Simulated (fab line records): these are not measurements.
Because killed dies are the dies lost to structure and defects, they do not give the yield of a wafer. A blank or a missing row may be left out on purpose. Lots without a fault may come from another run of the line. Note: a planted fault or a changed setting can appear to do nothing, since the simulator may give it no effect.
fab line records | flow nandHarc | part 1 of 2: steps 1 to 27 of 42
record: lots: 5 wafers: 15 lastDay: 31
route steps=1302 shown THIN_TSV@1251
lots that met no fault: taken from a fault-free run of the same line
startH: hours from the record's opening day to when the first of the lot's shown wafers began | waitH: hours elapsed since this lot's preceding step | " unchanged from the row above | L1.1+2: several wafers, shown together as one row | - value missing, or start not given | * or withheld: withheld | < > ~ a bound
route shown NAME@n: a module of which the file shows steps, and the number in the route of the first | usual: average and standard deviation across the fault-free wafers | same: alike in all rows | chamber/n: place in a boat | sites: per-site readings | _std_site: how widely they spread, as a standard deviation | _edge_site: the outer-site mean with the inner-site mean subtracted | radiusMm: for every site, how far away it sits from the centre of the wafer | mask NAME#n: copy n | behind: the tool/chamber that last shaped the wafer | hold: the reason the lot was held/the length of the hold in hours/how it ended | device: which transistor (n, p or np) failed to switch | end of line: tests run on the same wafers once the route is complete | for a step that has no rows: nothing shown but its recipe | killed: at the first sort, the dies lost to defects and structure; wafer yield is something else | map: a wafer's dies, x killed, . not, _ none there
set.NAME: the setting that was run; set.NAME@STEP: the one run at that earlier step | model.NAME: the simulator's own value behind a step, which no gauge read
lots at selected steps of the route; one table per step, one row per wafer
services: when a tool's chamber went out of use (startH, in hours from the record's first day, below 0 if earlier), for how many hours, and the reason
== steps ==
step: NHARC_THIN_TSV_DEHYDRATE_04
recipe: tempC: 150 timeS: 120
columns lot.wafer tool chamber startH waitH
L078.3+4+6 lithoTrack-05 0 588.13 -
L084.2+4+6 lithoTrack-02 0 652.09 -
L086.1+2+3 lithoTrack-02 0 653.29 -
L089.1+2+4 lithoTrack-05 0 683.71 -
L090.2+4+6 lithoTrack-02 0 718.66 -
step: NHARC_THIN_TSV_HMDS_05
recipe: timeS: 30
columns lot.wafer tool chamber startH waitH
L078.3+4+6 lithoTrack-05 0 - -
L084.2+4+6 lithoTrack-02 0 - -
L086.1+2+3 lithoTrack-02 0 - -
L089.1+2+4 lithoTrack-05 0 - -
L090.2+4+6 lithoTrack-02 0 - -
step: NHARC_THIN_TSV_COAT_06
recipe: spinRpm: *
columns lot.wafer tool chamber startH waitH
L078.3+4+6 lithoTrack-05 0 - -
L084.2+4+6 lithoTrack-02 0 - -
L086.1+2+3 lithoTrack-02 0 - -
L089.1+2+4 lithoTrack-05 0 - -
L090.2+4+6 lithoTrack-02 0 - -
step: NHARC_THIN_TSV_SOFTBAKE_07
recipe: tempC: 122 timeS: 95
columns lot.wafer tool chamber startH waitH
L078.3+4+6 lithoTrack-05 0 - -
L084.2+4+6 lithoTrack-02 0 - -
L086.1+2+3 lithoTrack-02 0 - -
L089.1+2+4 lithoTrack-05 0 - -
L090.2+4+6 lithoTrack-02 0 - -
step: NHARC_THIN_TSV_EBR_08
columns lot.wafer tool chamber startH waitH
L078.3+4+6 lithoTrack-05 0 - -
L084.2+4+6 lithoTrack-02 0 - -
L086.1+2+3 lithoTrack-02 0 - -
L089.1+2+4 lithoTrack-05 0 - -
L090.2+4+6 lithoTrack-02 0 - -
step: NHARC_THIN_TSV_EXPOSE_09
recipe: na: 0.55 doseMj: 30.7 maskId: TSV
columns lot.wafer tool chamber startH waitH mask
L078.3+4+6 krfScanner-01 0 588.41 - TSV#0
L084.2+4+6 krfScanner-03 0 652.36 - TSV#0
L086.1+2+3 krfScanner-01 0 653.56 - TSV#0
L089.1+2+4 krfScanner-01 0 683.98 - TSV#0
L090.2+4+6 krfScanner-04 0 718.93 - TSV#0
step: NHARC_THIN_TSV_PEB_10
recipe: pebTempC: 118 pebTimeS: 85
columns lot.wafer tool chamber startH waitH
L078.3+4+6 lithoTrack-02 0 588.47 0.1
L084.2+4+6 lithoTrack-07 0 652.42 0.1
L086.1+2+3 lithoTrack-07 0 653.62 0.1
L089.1+2+4 lithoTrack-05 0 684.05 0.1
L090.2+4+6 lithoTrack-05 0 718.99 0.1
step: NHARC_THIN_TSV_DEVELOP_11
recipe: timeS: 70
columns lot.wafer tool chamber startH waitH
L078.3+4+6 lithoTrack-02 0 - -
L084.2+4+6 lithoTrack-07 0 - -
L086.1+2+3 lithoTrack-07 0 - -
L089.1+2+4 lithoTrack-05 0 - -
L090.2+4+6 lithoTrack-05 0 - -
step: NHARC_THIN_TSV_CD_MEAS_12
recipe: targetCdNm: 1000 landingEnergyEv: 500
usual: cdNm: 1000.4/1.8
columns lot.wafer tool chamber startH waitH cdNm
L078.3 cdSem-03 0 588.56 - 1000.7
L078.4 " 0 " " 1001.8
L078.6 " 0 " " 1003.5
L084.2 cdSem-01 0 652.52 - 998.5
L084.4 " 0 " " 999.4
L084.6 " 0 " " 996.5
L086.1 cdSem-03 0 653.71 - 996.9
L086.2 " 0 " " 999.1
L086.3 " 0 " " 1000.5
L089.1 cdSem-03 0 684.14 - 1000.4
L089.2 " 0 " " 1000.4
L089.4 " 0 " " 1000.1
L090.2 cdSem-03 0 719.08 - 1001.1
L090.4 " 0 " " 1000.5
L090.6 " 0 " " 1000.6
step: NHARC_THIN_TSV_HARDBAKE_13
recipe: tempC: 125 timeS: 80
columns lot.wafer tool chamber startH waitH
L078.3+4+6 lithoTrack-05 0 588.64 -
L084.2+4+6 lithoTrack-07 0 652.60 -
L086.1+2+3 lithoTrack-02 0 653.79 -
L089.1+2+4 lithoTrack-05 0 684.22 -
L090.2+4+6 lithoTrack-07 0 719.16 -
step: NHARC_THIN_TSV_DESCUM_14
recipe: timeS: 3 o2FlowSccm: 200 arFlowSccm: 0 biasPowerW: 0 chemistry: O2
usual: drypumpMotorCurrentA: 5.8/0.44 mfcArSccm: 0.009/0.013 o2FlowSccm: 200.0/0.6 oesProductAu: 0.995/0.011 rfVppV: 57.7/0.86 showerheadPlenumPTorr: 1.89/0.092 throttleValvePct: 11.311/0.009
columns lot.wafer tool chamber startH waitH drypumpMotorCurrentA mfcArSccm o2FlowSccm oesProductAu rfHoursCounterH rfVppV showerheadPlenumPTorr throttleValvePct
L078.3 rieDiel-01 2 588.74 - 5.3 0 200.0 0.982 1.4 57.3 1.86 11.305
L078.6 " 1 " " 5.9 0.038 200.9 1.007 - 57.5 1.96 11.300
L078.4 " 0 " " 5.8 0 199.5 1.010 - 56.9 1.82 11.304
L084.2 rieDiel-01 2 652.68 - 5.3 0 201.1 0.974 4.8 57.9 1.86 11.319
L084.4 " 0 " " 5.8 0 199.6 1.014 4.7 57.8 1.82 11.314
L084.6 " 1 " " 5.9 0.038 200.7 1.019 - 58.5 1.95 11.307
L086.1 rieDiel-01 2 653.87 - 5.3 0 199.8 0.991 5.0 58.1 1.86 11.296
L086.2 " 3 " " 6.7 0.004 199.2 1.017 3.2 58.0 2.02 11.323
L086.3 " 0 " " 5.8 0 200.0 1.020 5.1 56.8 1.82 11.308
L089.1 rieDiel-07 2 684.31 - 5.7 0.010 199.8 0.990 1.6 56.5 1.91 11.309
L089.4 " 3 " " 5.3 0.004 200.4 0.996 1.7 58.0 1.78 11.321
L089.2 " 0 " " 5.4 0.018 199.2 0.991 1.6 59.1 1.81 11.305
L090.4 rieDiel-01 3 719.24 - 6.6 0.004 200.1 0.986 6.2 57.4 2.02 11.306
L090.2 " 2 " " 5.3 0 200.3 0.984 8.3 57.1 1.86 11.311
L090.6 " 0 " " 5.8 0 200.9 0.999 - 57.3 1.82 11.307
step: NHARC_THIN_TSV_ETCH_44
recipe: targetDepthA: 15942 timeS: 797.1 cf4FlowSccm: 150 o2FlowSccm: 10 arFlowSccm: 0 rfW: 300 biasW: 800 chemistry: CF4/O2
usual: drypumpMotorCurrentA: 5.7/0.43 mfcArSccm: 0.009/0.013 o2FlowSccm: 9.997/0.029 oesProductAu: 0.997/0.0098 rfFwdPowerW: 299.7/0.84 rfVppV: 793/5.1 showerheadPlenumPTorr: 1.81/0.081 throttleValvePct: 16.914/0.0095
columns lot.wafer tool chamber startH waitH drypumpMotorCurrentA mfcArSccm o2FlowSccm oesProductAu rfFwdPowerW rfHoursCounterH rfVppV showerheadPlenumPTorr throttleValvePct
L078.3 rieDiel-01 2 588.98 0.2 5.3 0 10.047 0.987 299.8 1.5 791 1.79 16.916
L078.4 " 0 " " 5.8 0 10.032 1.000 298.9 - 788 1.75 16.920
L078.6 " 2 " " 5.3 0 9.995 0.984 299.1 - 791 1.79 16.903
L084.2 rieDiel-01 0 652.76 0.1 5.8 0 9.978 1.012 298.8 4.8 789 1.75 16.917
L084.4 " 2 " " 5.3 0 10.009 0.973 300.4 4.9 791 1.79 16.929
L084.6 " 1 " " 5.9 0.038 9.987 1.006 298.9 - 797 1.87 16.917
L086.2 rieDiel-01 1 654.02 0.1 5.9 0.038 9.968 1.003 298.6 5.3 795 1.87 16.923
L086.1 " 2 " " 5.3 0 9.954 0.973 301.0 5.2 792 1.79 16.903
L086.3 " 3 " " 6.7 0.004 9.985 0.996 300.6 3.3 800 1.93 16.910
L089.4 rieDiel-07 0 684.38 0.1 5.4 0.018 9.988 0.989 299.2 1.7 789 1.74 16.915
L089.1 " 1 " " 6.4 0 9.964 1.004 300.8 1.7 801 1.96 16.918
L089.2 " 3 " " 5.3 0.004 9.994 1.001 300.3 1.8 786 1.71 16.907
L090.2 rieDiel-01 2 719.38 0.1 5.3 0 10.021 0.988 299.8 8.4 793 1.79 16.929
L090.4 " 0 " " 5.8 0 10.027 1.005 300.4 8.3 788 1.74 16.917
L090.6 " 1 " " 5.9 0.038 10.000 0.998 298.6 - 797 1.87 16.930
step: NHARC_THIN_TSV_ETCH_15
recipe: targetDepthA: 30000 boschTargetOveretchCycles: 2 boschEtchStepS: 2.8 boschDepStepS: 1.2 boschCycles: 14
usual: drypumpMotorCurrentA: 5.7/0.5
columns lot.wafer tool chamber startH waitH drypumpMotorCurrentA rfHoursCounterH
L078.3 rieSi-04 2 589.52 - 5.1 0.3
L078.4 " 0 " " 5.3 0.4
L078.6 " 2 " " 5.1 -
L084.4 rieSi-02 0 653.34 - 6.0 0.1
L084.2 " 2 " " 6.6 0.1
L084.6 " 3 " " 5.4 -
L086.2 rieSi-04 1 654.54 - 5.1 0.8
L086.1 " 2 " " 5.1 0.8
L086.3 " 3 " " 6.5 0.7
L089.4 rieSi-03 2 684.97 - 5.7 0.6
L089.1 " 3 " " 5.6 0.6
L089.2 " 0 " " 5.8 0.6
L090.4 rieSi-03 1 719.89 - 5.9 0.9
L090.2 " 0 " " 5.8 0.8
L090.6 " 2 " " 5.7 -
step: NHARC_THIN_TSV_CD_MEAS_16
usual: cdNm: 1000.5/1.9
columns lot.wafer tool chamber startH waitH cdNm
L078.3 cdSem-01 - 589.66 0.1 1001.7
L078.4 " - " " 1000.9
L078.6 " - " " 1003.8
L084.2 cdSem-03 - 653.48 0.1 998.8
L084.4 " - " " 998.4
L084.6 " - " " 996.3
L086.1 cdSem-03 - 654.68 0.1 997.4
L086.2 " - " " 998.9
L086.3 " - " " 1000.4
L089.1 cdSem-01 - 685.10 0.1 1000.8
L089.2 " - " " 1000.7
L089.4 " - " " 1000.8
L090.2 cdSem-02 - 720.04 0.1 1002.4
L090.4 " - " " 1000.1
L090.6 " - " " 999.8
step: NHARC_THIN_TSV_STRIP_45
recipe: powerW: 1500 tempC: 250 chemistry: O2
usual: drypumpMotorCurrentA: 5.75/0.15 heaterPowerW: 323/15
columns lot.wafer tool chamber startH waitH drypumpMotorCurrentA heaterPowerW rfHoursCounterH
L078.3 plasmaAsher-01 0 590.04 0.4 5.84 332 -
L078.4 " 1 " " 5.56 326 -
L078.6 " 1 " " 5.55 321 -
L084.2 plasmaAsher-02 0 653.59 0.1 5.68 295 9
L084.4 " 1 " " 5.99 325 -
L084.6 " 1 " " 5.98 324 -
L086.1 plasmaAsher-02 1 654.75 0.1 5.98 339 9
L086.2 " 0 " " 5.69 297 9
L086.3 " 0 " " 5.68 299 -
L089.2 plasmaAsher-01 1 685.17 0.1 5.59 324 33
L089.1 " 0 " " 5.80 336 33
L089.4 " 1 " " 5.57 307 -
L090.2 plasmaAsher-02 1 720.11 0.1 5.94 328 23
L090.4 " 0 " " 5.68 293 -
L090.6 " 1 " " 5.97 333 -
step: NHARC_THIN_TSV_STRIP_46
recipe: timeS: 1200 tempC: 72.5 chemistry: postEtchResidueRemover
columns lot.wafer tool chamber startH waitH
L078.3+6+4 wetBench-10 3,4,0 590.29 0.2
L084.6+2+4 wetBench-10 1,2,3 653.92 0.1
L086.3+1+2 wetBench-10 2,3,4 655.14 0.2
L089.2+4+1 wetBench-10 3,5,6 685.51 0.3
L090.6+4+2 wetBench-10 1,2,3 720.49 0.1
step: NHARC_THIN_TSV_DEP_47
recipe: targetThkA: 2000 tempC: withheld pressureTorr: 6.5 rfW: 900 teosFlowSccm: 161.4 flowSccm: 2650 targetThkNm: 200 gas: O2 material: SiO2
usual: rfFwdPowerW: 898.2/2.6 showerheadVppV: 1808/64 throttleValvePct: 15.5/0.59
columns lot.wafer tool chamber startH waitH rfFwdPowerW showerheadVppV throttleValvePct
L078.3 pecvd-04 0 590.79 - 898.9 1842 15.8
L078.4 " 2 " " 895.9 1673 16.2
L078.6 " 1 " " 905.4 1785 15.2
L084.2 pecvd-04 1 654.43 - 897.8 1758 15.1
L084.6 " 0 " " 896.5 1871 15.7
L084.4 " 1 " " 894.9 1795 15.1
L086.1 pecvd-02 2 655.56 - 898.3 1814 15.4
L086.3 " 0 " " 899.4 1826 15.6
L086.2 " 1 " " 893.4 1748 16.8
L089.2 pecvd-03 0 685.96 - 898.7 1876 15.4
L089.1 " 2 " " 897.1 1806 14.9
L089.4 " 2 " " 902.4 1780 14.7
L090.2 pecvd-03 1 720.91 - 892.6 1914 16.3
L090.4 " 1 " " 897.1 1887 16.4
L090.6 " 2 " " 897.0 1786 14.7
step: NHARC_THIN_TSV_ETCHBACK_48
recipe: targetDepthA: 10285 overEtchFrac: 0.3 timeS: 405.17 ionEnergyEv: 250 c4f8FlowSccm: withheld arFlowSccm: withheld rfW: 600 biasW: 300 chemistry: C4F8/Ar
usual: oesProductAu: 0.94/0.033 rfFwdPowerW: 598.9/1.7 rfVppV: 546/3.6
same: overEtchFrac: 0.3
columns lot.wafer tool chamber startH waitH oesProductAu rfFwdPowerW rfHoursCounterH rfVppV
L078.3 rieDiel-04 3 591.22 - 0.92 597.0 4.1 543
L078.4 " 0 " " 0.94 600.8 3.1 551
L078.6 " 1 " " 0.91 599.0 - 543
L084.2 rieDiel-01 3 654.74 - 0.93 594.9 3.5 551
L084.4 " 1 " " 0.94 597.1 5.7 549
L084.6 " 0 " " 0.94 601.0 - 544
L086.2 rieDiel-01 0 655.97 - 0.93 600.9 5.9 545
L086.1 " 1 " " 0.93 597.9 5.8 549
L086.3 " 3 " " 0.93 598.8 3.8 551
L089.2 rieDiel-01 1 686.36 - 0.93 594.8 7.3 549
L089.1 " 3 " " 0.92 600.5 5.1 552
L089.4 " 0 " " 0.93 602.2 7.2 545
L090.4 rieDiel-01 1 721.31 - 0.97 600.6 9.2 549
L090.2 " 0 " " 0.95 601.3 8.7 543
L090.6 " 2 " " 0.95 599.9 - 544
step: NHARC_THIN_TSV_STRIP_62
recipe: powerW: 1500 tempC: 250 timeS: 20 chemistry: N2/H2
usual: drypumpMotorCurrentA: 5.77/0.15 heaterPowerW: 320/18
columns lot.wafer tool chamber startH waitH drypumpMotorCurrentA heaterPowerW rfHoursCounterH
L078.4 plasmaAsher-01 0 591.55 - 5.85 339 -
L078.3 " 1 " " 5.58 317 -
L078.6 " 0 " " 5.87 325 -
L084.2 plasmaAsher-02 0 655.10 - 5.68 296 9
L084.4 " 1 " " 6.00 337 -
L084.6 " 1 " " 5.94 340 -
L086.1 plasmaAsher-02 1 656.33 - 5.99 332 9
L086.2 " 0 " " 5.68 284 9
L086.3 " 0 " " 5.67 294 -
L089.2 plasmaAsher-02 1 686.72 - 5.96 330 15
L089.1 " 0 " " 5.69 293 15
L089.4 " 0 " " 5.68 295 -
L090.2 plasmaAsher-01 1 721.68 - 5.55 349 3
L090.4 " 1 " " 5.55 342 -
L090.6 " 0 " " 5.85 324 -
step: NHARC_THIN_TSV_DEGAS_49
recipe: tempC: 300 timeS: 120
usual: heaterPowerW: 483/66
columns lot.wafer tool chamber startH waitH heaterPowerW
L078.3 pvdSputter-03 - 591.68 0.1 508
L078.4 " - " " 511
L078.6 " - " " 511
L084.2 pvdSputter-02 - 655.29 0.2 456
L084.4 " - " " 599
L084.6 " - " " 463
L086.3 pvdSputter-03 - 656.50 0.1 509
L086.2 " - " " 586
L086.1 " - " " 403
L089.2 pvdSputter-03 - 686.89 0.1 415
L089.1 " - " " 502
L089.4 " - " " 578
L090.4 pvdSputter-01 - 721.85 0.1 414
L090.2 " - " " 424
L090.6 " - " " 420
step: NHARC_THIN_TSV_PRE_CLEAN_50
recipe: timeS: 30 tempC: 280 gas: H2/He
usual: heaterPowerW: 428/61
columns lot.wafer tool chamber startH waitH heaterPowerW
L078.4 pvdSputter-03 - - - 510
L078.3 " - " " 462
L078.6 " - " " 506
L084.2 pvdSputter-02 - - - 512
L084.4 " - " " 411
L084.6 " - " " 409
L086.2 pvdSputter-03 - - - 352
L086.3 " - " " 446
L086.1 " - " " 430
L089.4 pvdSputter-03 - - - 447
L089.2 " - " " 446
L089.1 " - " " 509
L090.4 pvdSputter-01 - - - 296
L090.2 " - " " 376
L090.6 " - " " 369
step: NHARC_THIN_TSV_PVD_19
recipe: targetThkA: 200 chamberPressurePa: 5 material: TaN
usual: chamberPressurePa: 5.001/0.01 throttleValvePct: 29.5/0.99
columns lot.wafer tool chamber startH waitH chamberPressurePa throttleValvePct
L078.4 pvdSputter-03 - - - 5.017 28.0
L078.3 " - " " 5.005 29.8
L078.6 " - " " 4.988 29.8
L084.4 pvdSputter-02 - - - 5.003 29.4
L084.2 " - " " 4.986 30.1
L084.6 " - " " 5.016 29.9
L086.2 pvdSputter-03 - - - 4.989 29.1
L086.1 " - " " 4.995 28.3
L086.3 " - " " 4.988 29.8
L089.2 pvdSputter-03 - - - 5.005 29.9
L089.4 " - " " 4.994 29.6
L089.1 " - " " 5.008 29.2
L090.2 pvdSputter-01 - - - 5.016 29.9
L090.4 " - " " 5.006 31.3
L090.6 " - " " 5.001 31.2
step: NHARC_THIN_TSV_PVD_51
recipe: targetThkA: 1000 chamberPressurePa: 5 material: Cu
usual: chamberPressurePa: 5.001/0.0085 throttleValvePct: 29.5/0.92
columns lot.wafer tool chamber startH waitH chamberPressurePa throttleValvePct
L078.4 pvdSputter-03 - - - 5.009 28.3
L078.3 " - " " 4.986 29.8
L078.6 " - " " 5.007 29.6
L084.4 pvdSputter-02 - - - 5.004 28.2
L084.2 " - " " 5.008 29.5
L084.6 " - " " 4.989 29.7
L086.3 pvdSputter-03 - - - 4.997 29.9
L086.1 " - " " 4.988 29.6
L086.2 " - " " 5.006 29.1
L089.4 pvdSputter-03 - - - 4.993 29.2
L089.1 " - " " 5.004 28.0
L089.2 " - " " 4.984 29.9
L090.4 pvdSputter-01 - - - 4.989 30.0
L090.2 " - " " 4.999 31.2
L090.6 " - " " 5.000 31.3
step: NHARC_THIN_TSV_ECD_20
recipe: targetThkA: 20000 material: Cu
columns lot.wafer tool chamber startH waitH
L078.3+4+6 ecdCu-02 1,0,0 592.33 -
L084.2+4+6 ecdCu-01 0 655.84 -
L086.1+2+3 ecdCu-02 1,0,0 656.96 -
L089.1+2+4 ecdCu-01 0,1,1 687.35 -
L090.2+4+6 ecdCu-02 0,1,1 722.39 -
step: NHARC_THIN_TSV_ANNEAL_52
recipe: tempC: 225 timeS: 90
usual: wafer_temp_C_max: 225.89/0.25
columns lot.wafer tool chamber startH waitH wafer_temp_C_max
L078.3 rtpAnneal-01 0 592.96 0.5 226.41
L078.4 " 0 " " 226.04
L078.6 " 0 " " 225.93
L084.2 rtpAnneal-02 0 656.51 0.6 225.63
L084.4 " 0 " " 225.92
L084.6 " 0 " " 225.56
L086.1 rtpAnneal-02 0 657.68 0.6 225.74
L086.2 " 0 " " 225.52
L086.3 " 0 " " 225.72
L089.1 rtpAnneal-02 0 688.08 0.6 226.22
L089.2 " 0 " " 226.04
L089.4 " 0 " " 225.79
L090.2 rtpAnneal-02 0 723.07 0.6 225.95
L090.4 " 0 " " 225.98
L090.6 " 0 " " 225.80
step: NHARC_THIN_TSV_CMP_21
recipe: tOverpolishS: 30 targetThkNm: 2000
usual: motorCurrentA: 11.5/1.2 overpolishRunS: 30.000/0.0097
columns lot.wafer tool chamber startH waitH motorCurrentA overpolishRunS
L078.3 cmp-03 2 593.20 - 11.4 29.998
L078.4 " 3 " " 11.4 29.997
L078.6 " 2 " " 11.0 30.024
L084.2 cmp-01 0 656.83 - 9.7 30.000
L084.4 " 2 " " 11.8 29.983
L084.6 " 0 " " 9.9 29.992
L086.3 cmp-03 2 658.03 - 10.8 29.996
L086.2 " 3 " " 12.0 29.986
L086.1 " 0 " " 11.7 29.991
L089.4 cmp-02 1 688.45 - 14.7 29.994
L089.2 " 2 " " 12.4 30.012
L089.1 " 3 " " 11.1 29.993
L090.2 cmp-01 1 723.37 - 12.4 30.004
L090.4 " 0 " " 9.7 30.010
L090.6 " 1 " " 12.6 30.006
step: NHARC_THIN_TSV_SRD_23
columns lot.wafer tool chamber startH waitH
L078.6+4+3 wetBench-10 7,0,2 593.57 0.0
L084.4+2+6 wetBench-10 2,3,4 657.17 0.0
L086.1+3+2 wetBench-10 3,6,7 658.40 0.0
L089.4+1+2 wetBench-08 4,5,6 688.78 0.0
L090.4+6+2 wetBench-08 6,7,0 723.73 0.0
